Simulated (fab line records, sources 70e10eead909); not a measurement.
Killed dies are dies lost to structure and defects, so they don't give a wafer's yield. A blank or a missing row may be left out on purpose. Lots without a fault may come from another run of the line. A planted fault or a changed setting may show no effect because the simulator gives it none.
Chamber matching | flow nand_harc | NHARC_THIN_TSV_ETCHBACK_48 on rie_diel-12: 4 sister chambers
The step etches the open film in C4F8/Ar, target depth 1028.5 nm, time 405.17 s. 8 wafers are shown with their chamber, then 7 later ones without.

WAFERS WITH THEIR CHAMBER
wafer  | chamber | rf_vpp_V (V) | rf_fwd_power_W (W)
L116.6 | 0       | 548.0        | 597.7
L121.1 | 3       | 548.1        | 599.8
L121.5 | 2       | 545.2        | 600.8
L129.2 | 0       | 549.5        | 598.0
L129.3 | 1       | 547.4        | 599.2
L129.5 | 2       | 544.3        | 600.3
L131.1 | 3       | 548.9        | 600.7
L131.3 | 1       | 547.6        | 598.9

WAFERS WITHOUT THEIR CHAMBER
wafer  | rf_vpp_V (V) | rf_fwd_power_W (W)
L131.5 | 543.1        | 600.8
L130.1 | 547.1        | 600.4
L130.2 | 546.9        | 598.1
L130.4 | 548.8        | 600.1
L134.4 | 543.8        | 596.6
L134.5 | 546.4        | 600.8
L134.6 | 547.2        | 600.5

WHICH CHAMBER EACH WENT THROUGH
wafer  | from the rows above          | in truth
L131.5 | 2                            | 2
L130.1 | can't be placed: 3 or 2 or 1 | 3
L130.2 | can't be placed: 1 or 0      | 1
L130.4 | 3                            | 3
L134.4 | can't be placed: 0 or 1      | 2
L134.5 | can't be placed: 2 or 3      | 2
L134.6 | can't be placed: 3 or 2 or 1 | 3
Placed correctly: 2 of 7. Can't be placed from these rows: 5 (the true chamber is among the candidates in 4). Placed wrongly: 0.
How it was worked out, from the rows above alone: a wafer's distance from a chamber is the root of the sum, over the readings, of the square of ((its reading less the chamber's mean) divided by the reading's scatter). The wafer belongs to the nearest chamber; if the next one is less than 2 further off, it can't be placed. A chamber's mean is the mean of its shown wafers. The scatter: the root of (the sum of the squares of (reading less its chamber's mean) over the shown wafers, divided by (wafers less chambers)).
